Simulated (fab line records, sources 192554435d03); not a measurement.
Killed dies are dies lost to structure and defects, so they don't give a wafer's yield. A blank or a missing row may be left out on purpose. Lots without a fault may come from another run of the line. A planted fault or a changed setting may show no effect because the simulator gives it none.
Which tool did it? | flow n5_finfet | 24 lots, 72 wafers sampled, at 6 steps of a route of 1938

WHAT THE GAUGES READ, wafer by wafer
N5_MOL_CONTACT_COAG_INSPECT_57: inspects for defects (brightfield). Usual: raw_defect_count 198, standard deviation 52.
lot  | measured     | on                | raw_defect_count | flag
L074 | day 5 09:20  | defect_inspect-01 | 157 160 170      |
L075 | day 5 12:34  | defect_inspect-02 | 250 203 250      |
L076 | day 5 20:44  | defect_inspect-01 | 186 200 276      |
L077 | day 6 00:40  | defect_inspect-01 | 146 132 102      |
L078 | day 6 06:17  | defect_inspect-02 | 183 176 231      |
L079 | day 6 17:19  | defect_inspect-01 | 148 196 173      |
L081 | day 6 19:56  | defect_inspect-01 | 192 170 193      |
L080 | day 6 20:25  | defect_inspect-01 | 224 249 223      |
L082 | day 7 04:53  | defect_inspect-02 | 181 160 169      |
L083 | day 7 12:53  | defect_inspect-02 | 185 150 158      |
L084 | day 7 18:49  | defect_inspect-01 | 192 219 237      |
L085 | day 7 20:22  | defect_inspect-01 | 202 240 264      |
L086 | day 8 06:35  | defect_inspect-01 | 299 341 323      |
L087 | day 8 15:05  | defect_inspect-02 | 192 270 204      |
L088 | day 8 19:05  | defect_inspect-02 | 192 201 162      |
L089 | day 8 23:48  | defect_inspect-02 | 121 199 141      |
L090 | day 9 05:23  | defect_inspect-01 | 181 170 174      |
L091 | day 9 11:17  | defect_inspect-02 | 212 222 287      |
L092 | day 9 12:37  | defect_inspect-01 | 253 183 253      |
L093 | day 9 23:14  | defect_inspect-02 | 159 141 180      |
L094 | day 10 06:39 | defect_inspect-02 | 175 148 140      |
L095 | day 10 09:57 | defect_inspect-02 | 217 179 191      |
L096 | day 10 15:47 | defect_inspect-02 | 165 184 153      |
L097 | day 10 18:40 | defect_inspect-01 | 342 369 219      |

N5_MOL_CONTACT_COAG_CD_MEAS_137: target cd 16 nm. Usual: cd_nm 15.97 nm, standard deviation 0.29.
lot  | measured     | on        | cd_nm (nm)        | flag
L074 | day 5 10:37  | cd_sem-02 | 16.16 15.91 15.78 |
L075 | day 5 13:57  | cd_sem-01 | 15.85 15.77 16.27 |
L076 | day 5 21:47  | cd_sem-03 | 16.27 16.23 16.75 |
L077 | day 6 01:29  | cd_sem-01 | 15.93 15.97 16.07 |
L078 | day 6 07:44  | cd_sem-02 | 15.58 15.64 15.79 |
L079 | day 6 18:34  | cd_sem-01 | 16.40 16.30 15.91 |
L081 | day 6 21:16  | cd_sem-02 | 15.78 15.73 15.51 |
L080 | day 6 21:39  | cd_sem-01 | 16.15 16.11 16.15 |
L082 | day 7 05:45  | cd_sem-03 | 16.09 16.40 16.52 |
L083 | day 7 13:56  | cd_sem-02 | 15.97 16.55 16.18 |
L084 | day 7 20:08  | cd_sem-03 | 15.79 15.93 16.60 |
L085 | day 7 21:32  | cd_sem-03 | 15.66 15.82 15.31 |
L086 | day 8 07:26  | cd_sem-02 | 16.36 16.09 16.13 |
L087 | day 8 15:55  | cd_sem-02 | 15.70 16.20 15.38 |
L088 | day 8 20:16  | cd_sem-01 | 15.58 16.18 15.60 |
L089 | day 9 00:45  | cd_sem-03 | 15.65 15.93 16.26 |
L090 | day 9 06:14  | cd_sem-03 | 15.75 15.85 15.43 |
L091 | day 9 12:24  | cd_sem-01 | 16.24 15.94 15.60 |
L092 | day 9 13:52  | cd_sem-01 | 15.95 16.29 16.13 |
L093 | day 10 00:11 | cd_sem-01 | 15.95 15.99 15.77 |
L094 | day 10 07:31 | cd_sem-02 | 16.37 15.75 16.41 |
L095 | day 10 10:56 | cd_sem-03 | 16.09 15.96 16.04 |
L096 | day 10 16:38 | cd_sem-01 | 16.04 16.01 15.79 |
L097 | day 10 19:45 | cd_sem-02 | 15.67 16.11 15.74 |

WHICH TOOL RAN EACH LOT (tool, then ch and the chambers of the sampled wafers, then the start)
lot  | N5_MOL_CONTACT_COAG_TI_SIL_19 | N5_MOL_CONTACT_COAG_PRE_CLEAN_141 | N5_MOL_CONTACT_COAG_SPUTTER_143 | N5_MOL_CONTACT_COAG_DESCUM_88
L074 | pvd_sputter-01, day 4 19:10   | pvd_sputter-03, day 4 20:50       | pvd_sputter-03, day 4 20:54     | rie_diel-04 ch 0,1,3, day 5 09:46
L075 | pvd_sputter-03, day 5 04:49   | pvd_sputter-03, day 5 05:46       | pvd_sputter-03, day 5 05:49     | rie_diel-06 ch 2,3, day 5 12:36
L076 | pvd_sputter-03, day 5 11:20   | pvd_sputter-02, day 5 13:05       | pvd_sputter-02, day 5 13:08     | rie_diel-05 ch 2,3, day 5 20:46
L077 | pvd_sputter-02, day 5 16:46   | pvd_sputter-01, day 5 17:38       | pvd_sputter-01, day 5 17:42     | rie_diel-04 ch 0,1,3, day 6 00:41
L078 | pvd_sputter-01, day 5 20:24   | pvd_sputter-01, day 5 21:12       | pvd_sputter-01, day 5 21:16     | rie_diel-06 ch 0,1, day 6 06:54
L079 | pvd_sputter-03, day 6 08:03   | pvd_sputter-01, day 6 11:34       | pvd_sputter-01, day 6 11:38     | rie_diel-05 ch 0,3, day 6 17:22
L081 | pvd_sputter-01, day 6 11:22   | pvd_sputter-02, day 6 12:23       | pvd_sputter-02, day 6 12:26     | rie_diel-06 ch 1,3, day 6 20:28
L080 | pvd_sputter-01, day 6 12:03   | pvd_sputter-02, day 6 13:09       | pvd_sputter-02, day 6 13:13     | rie_diel-05 ch 0,1, day 6 20:43
L082 | pvd_sputter-02, day 6 21:17   | pvd_sputter-01, day 6 22:29       | pvd_sputter-01, day 6 22:32     | rie_diel-06 ch 0,1,3, day 7 04:56
L083 | pvd_sputter-01, day 7 05:20   | pvd_sputter-01, day 7 06:40       | pvd_sputter-01, day 7 06:43     | rie_diel-06 ch 2,3, day 7 12:56
L084 | pvd_sputter-02, day 7 11:59   | pvd_sputter-02, day 7 12:47       | pvd_sputter-02, day 7 12:50     | rie_diel-05 ch 2,3, day 7 19:14
L085 | pvd_sputter-02, day 7 12:05   | pvd_sputter-02, day 7 13:37       | pvd_sputter-02, day 7 13:41     | rie_diel-04 ch 0,1,3, day 7 20:44
L086 | pvd_sputter-02, day 7 22:22   | pvd_sputter-03, day 7 23:42       | pvd_sputter-03, day 7 23:46     | rie_diel-04 ch 0,3, day 8 06:37
L087 | pvd_sputter-01, day 8 04:47   | pvd_sputter-01, day 8 08:15       | pvd_sputter-01, day 8 08:19     | rie_diel-05 ch 0,1,2, day 8 15:07
L088 | pvd_sputter-01, day 8 08:43   | pvd_sputter-03, day 8 11:22       | pvd_sputter-03, day 8 11:25     | rie_diel-06 ch 0,1,3, day 8 19:07
L089 | pvd_sputter-01, day 8 11:28   | pvd_sputter-03, day 8 14:54       | pvd_sputter-03, day 8 14:58     | rie_diel-06 ch 1,3, day 8 23:50
L090 | pvd_sputter-02, day 8 19:43   | pvd_sputter-02, day 8 21:00       | pvd_sputter-02, day 8 21:04     | rie_diel-06 ch 1,2,3, day 9 05:25
L091 | pvd_sputter-03, day 9 02:28   | pvd_sputter-02, day 9 03:55       | pvd_sputter-02, day 9 03:59     | rie_diel-06 ch 0,1,3, day 9 11:24
L092 | pvd_sputter-01, day 9 03:48   | pvd_sputter-02, day 9 04:52       | pvd_sputter-02, day 9 04:55     | rie_diel-05 ch 0,1, day 9 12:44
L093 | pvd_sputter-03, day 9 11:49   | pvd_sputter-02, day 9 13:07       | pvd_sputter-02, day 9 13:11     | rie_diel-05 ch 0,1,2, day 9 23:16
L094 | pvd_sputter-03, day 9 20:46   | pvd_sputter-01, day 9 22:52       | pvd_sputter-01, day 9 22:56     | rie_diel-05 ch 0,1,3, day 10 06:42
L095 | pvd_sputter-03, day 9 23:35   | pvd_sputter-02, day 10 01:55      | pvd_sputter-02, day 10 01:59    | rie_diel-05 ch 0,2,3, day 10 10:04
L096 | pvd_sputter-01, day 10 07:40  | pvd_sputter-02, day 10 10:08      | pvd_sputter-02, day 10 10:11    | rie_diel-05 ch 0,1,3, day 10 15:50
L097 | pvd_sputter-02, day 10 09:44  | pvd_sputter-02, day 10 11:31      | pvd_sputter-02, day 10 11:34    | rie_diel-06 ch 0,1, day 10 18:56
- N5_MOL_CONTACT_COAG_TI_SIL_19: material Ti, target thk 4.2 nm, time 15 s.
- N5_MOL_CONTACT_COAG_PRE_CLEAN_141: time 60 s.
- N5_MOL_CONTACT_COAG_SPUTTER_143: material Co, target thk 2.5 nm.
- N5_MOL_CONTACT_COAG_DESCUM_88: chemistry O2, time 7 s.

WHAT THE TOOLS THEMSELVES READ (means of the sampled wafers that have a number; where no wafer has one, the mark that the record gives instead)
N5_MOL_CONTACT_COAG_TI_SIL_19. Usual: susceptor_temp_C 199.98 C, standard deviation 0.13; throttle_valve_pct 30.0 %, standard deviation 1.2.
lot  | tool           | susceptor_temp_C (C) | throttle_valve_pct (%) | flag
L074 | pvd_sputter-01 | 200.07               | 29.3                   |
L075 | pvd_sputter-03 | 199.99               | 29.9                   |
L076 | pvd_sputter-03 | 200.01               | 30.2                   |
L077 | pvd_sputter-02 | 200.02               | 30.8                   |
L078 | pvd_sputter-01 | 200.06               | 29.6                   |
L079 | pvd_sputter-03 | 199.87               | 30.4                   |
L081 | pvd_sputter-01 | 199.82               | 29.6                   |
L080 | pvd_sputter-01 | 199.97               | 30.0                   |
L082 | pvd_sputter-02 | 200.10               | 30.9                   |
L083 | pvd_sputter-01 | 200.03               | 29.6                   |
L084 | pvd_sputter-02 | 200.00               | 29.8                   |
L085 | pvd_sputter-02 | 199.94               | 29.7                   |
L086 | pvd_sputter-02 | 200.01               | 31.3                   |
L087 | pvd_sputter-01 | 200.14               | 29.7                   |
L088 | pvd_sputter-01 | 199.83               | 30.0                   |
L089 | pvd_sputter-01 | 199.86               | 29.7                   |
L090 | pvd_sputter-02 | 200.09               | 29.3                   |
L091 | pvd_sputter-03 | 199.97               | 30.6                   |
L092 | pvd_sputter-01 | 199.96               | 29.4                   |
L093 | pvd_sputter-03 | 199.98               | 30.3                   |
L094 | pvd_sputter-03 | 199.83               | 30.7                   |
L095 | pvd_sputter-03 | 199.95               | 30.4                   |
L096 | pvd_sputter-01 | 199.96               | 29.7                   |
L097 | pvd_sputter-02 | 199.89               | 29.8                   |

N5_MOL_CONTACT_COAG_PRE_CLEAN_141. Usual: heater_power_w 483 W, standard deviation 31; susceptor_temp_C 299.98 C, standard deviation 0.2.
lot  | tool           | heater_power_w (W) | susceptor_temp_C (C) | flag
L074 | pvd_sputter-03 | 511                | 300.07               |
L075 | pvd_sputter-03 | 494                | 300.05               |
L076 | pvd_sputter-02 | 453                | 300.07               |
L077 | pvd_sputter-01 | 453                | 300.10               |
L078 | pvd_sputter-01 | 472                | 300.14               |
L079 | pvd_sputter-01 | 445                | 299.77               |
L081 | pvd_sputter-02 | 464                | 299.83               |
L080 | pvd_sputter-02 | 524                | 300.07               |
L082 | pvd_sputter-01 | 481                | 299.80               |
L083 | pvd_sputter-01 | 465                | 299.93               |
L084 | pvd_sputter-02 | 497                | 299.91               |
L085 | pvd_sputter-02 | 500                | 299.69               |
L086 | pvd_sputter-03 | 518                | 300.16               |
L087 | pvd_sputter-01 | 454                | 300.04               |
L088 | pvd_sputter-03 | 484                | 300.11               |
L089 | pvd_sputter-03 | 496                | 299.97               |
L090 | pvd_sputter-02 | 489                | 300.09               |
L091 | pvd_sputter-02 | 484                | 299.99               |
L092 | pvd_sputter-02 | 499                | 300.04               |
L093 | pvd_sputter-02 | 512                | 299.98               |
L094 | pvd_sputter-01 | 470                | 300.03               |
L095 | pvd_sputter-02 | 506                | 299.89               |
L096 | pvd_sputter-02 | 497                | 300.20               |
L097 | pvd_sputter-02 | 477                | 299.96               |

N5_MOL_CONTACT_COAG_SPUTTER_143. Usual: susceptor_temp_C 24.99 C, standard deviation 0.11; throttle_valve_pct 30.0 %, standard deviation 1.4.
lot  | tool           | susceptor_temp_C (C) | throttle_valve_pct (%) | flag
L074 | pvd_sputter-03 | 25.03                | 30.4                   |
L075 | pvd_sputter-03 | 24.97                | 30.1                   |
L076 | pvd_sputter-02 | 25.01                | 30.2                   |
L077 | pvd_sputter-01 | 25.01                | 29.8                   |
L078 | pvd_sputter-01 | 24.94                | 29.8                   |
L079 | pvd_sputter-01 | 25.12                | 29.9                   |
L081 | pvd_sputter-02 | 25.04                | 30.0                   |
L080 | pvd_sputter-02 | 25.00                | 31.3                   |
L082 | pvd_sputter-01 | 24.93                | 29.9                   |
L083 | pvd_sputter-01 | 24.95                | 30.0                   |
L084 | pvd_sputter-02 | 24.92                | 30.1                   |
L085 | pvd_sputter-02 | 25.02                | 29.7                   |
L086 | pvd_sputter-03 | 24.95                | 29.8                   |
L087 | pvd_sputter-01 | 24.97                | 29.7                   |
L088 | pvd_sputter-03 | 24.97                | 31.0                   |
L089 | pvd_sputter-03 | 24.87                | 29.8                   |
L090 | pvd_sputter-02 | 24.97                | 30.9                   |
L091 | pvd_sputter-02 | 25.12                | 30.9                   |
L092 | pvd_sputter-02 | 25.00                | 31.9                   |
L093 | pvd_sputter-02 | 25.02                | 29.8                   |
L094 | pvd_sputter-01 | 25.06                | 29.6                   |
L095 | pvd_sputter-02 | 24.93                | 29.8                   |
L096 | pvd_sputter-02 | 24.96                | 30.7                   |
L097 | pvd_sputter-02 | 24.90                | 30.9                   |

N5_MOL_CONTACT_COAG_DESCUM_88. Usual: drypump_motor_current_A 5.8 A, standard deviation 0.47; oes_product_au 0.83 a.u., standard deviation 0.084; rf_vpp_V 242.9 V, standard deviation 1.3; showerhead_plenum_p_Torr 2.07 Torr, standard deviation 0.066; throttle_valve_pct 20.33 %, standard deviation 0.19.
lot  | tool        | drypump_motor_current_A (A) | oes_product_au (a.u.) | rf_vpp_V (V) | showerhead_plenum_p_Torr (Torr) | throttle_valve_pct (%) | flag
L074 | rie_diel-04 | 5.9                         | 0.85                  | 242.8        | 2.12                            | 20.35                  |
L075 | rie_diel-06 | 5.7                         | 0.76                  | 242.7        | 2.06                            | 20.29                  |
L076 | rie_diel-05 | 5.6                         | 0.71                  | 242.6        | 2.08                            | 20.45                  |
L077 | rie_diel-04 | 6.0                         | 0.84                  | 243.7        | 2.12                            | 20.34                  |
L078 | rie_diel-06 | 5.5                         | 0.81                  | 244.3        | 2.14                            | 20.41                  |
L079 | rie_diel-05 | 6.2                         | 0.90                  | 243.0        | 2.06                            | 20.40                  |
L081 | rie_diel-06 | 5.6                         | 0.82                  | 241.5        | 2.02                            | 20.03                  |
L080 | rie_diel-05 | 6.0                         | 0.94                  | 241.8        | 2.05                            | 20.40                  |
L082 | rie_diel-06 | 5.6                         | 0.81                  | 243.2        | 2.08                            | 20.24                  |
L083 | rie_diel-06 | 5.5                         | 0.89                  | 242.2        | 2.05                            | 19.99                  |
L084 | rie_diel-05 | 6.2                         | 0.81                  | 243.4        | 2.08                            | 20.31                  |
L085 | rie_diel-04 | 5.9                         | 0.81                  | 244.2        | 2.12                            | 20.36                  |
L086 | rie_diel-04 | 6.1                         | 0.83                  | 244.0        | 2.08                            | 20.30                  |
L087 | rie_diel-05 | 5.7                         | 0.90                  | 242.2        | 2.05                            | 20.34                  |
L088 | rie_diel-06 | 5.6                         | 0.80                  | 242.6        | 2.08                            | 20.24                  |
L089 | rie_diel-06 | 5.6                         | 0.81                  | 242.2        | 2.02                            | 20.06                  |
L090 | rie_diel-06 | 5.7                         | 0.83                  | 241.5        | 2.02                            | 20.15                  |
L091 | rie_diel-06 | 5.6                         | 0.79                  | 243.6        | 2.07                            | 20.25                  |
L092 | rie_diel-05 | 6.0                         | 0.88                  | 242.8        | 2.04                            | 20.43                  |
L093 | rie_diel-05 | 5.7                         | 0.88                  | 242.1        | 2.05                            | 20.34                  |
L094 | rie_diel-05 | 6.2                         | 0.82                  | 242.2        | 2.05                            | 20.44                  |
L095 | rie_diel-05 | 5.9                         | 0.83                  | 242.5        | 2.06                            | 20.35                  |
L096 | rie_diel-05 | 6.2                         | 0.82                  | 242.3        | 2.05                            | 20.45                  |
L097 | rie_diel-06 | 5.8                         | 0.74                  | 242.6        | 2.05                            | 20.42                  |

THE ANSWER, worked out from the rows above alone
Rule: a lot is off if the mean of its wafers that have a number lies more than 3 standard deviations from the usual mean. A lot without any number at a reading at which 4 lots or more have one is off too. The other lots that the step has rows for count as sound. The gauges are gone through in route order, then the tools' own readings, and for those a lot's mean is taken as printed above. The first step at which some lot is off is used, and at that step the reading that is off furthest; a lot without a number counts as furthest.
No lot is off at any reading shown: from this, nothing can be told.

WHAT THE SIMULATOR HAD PUT IN
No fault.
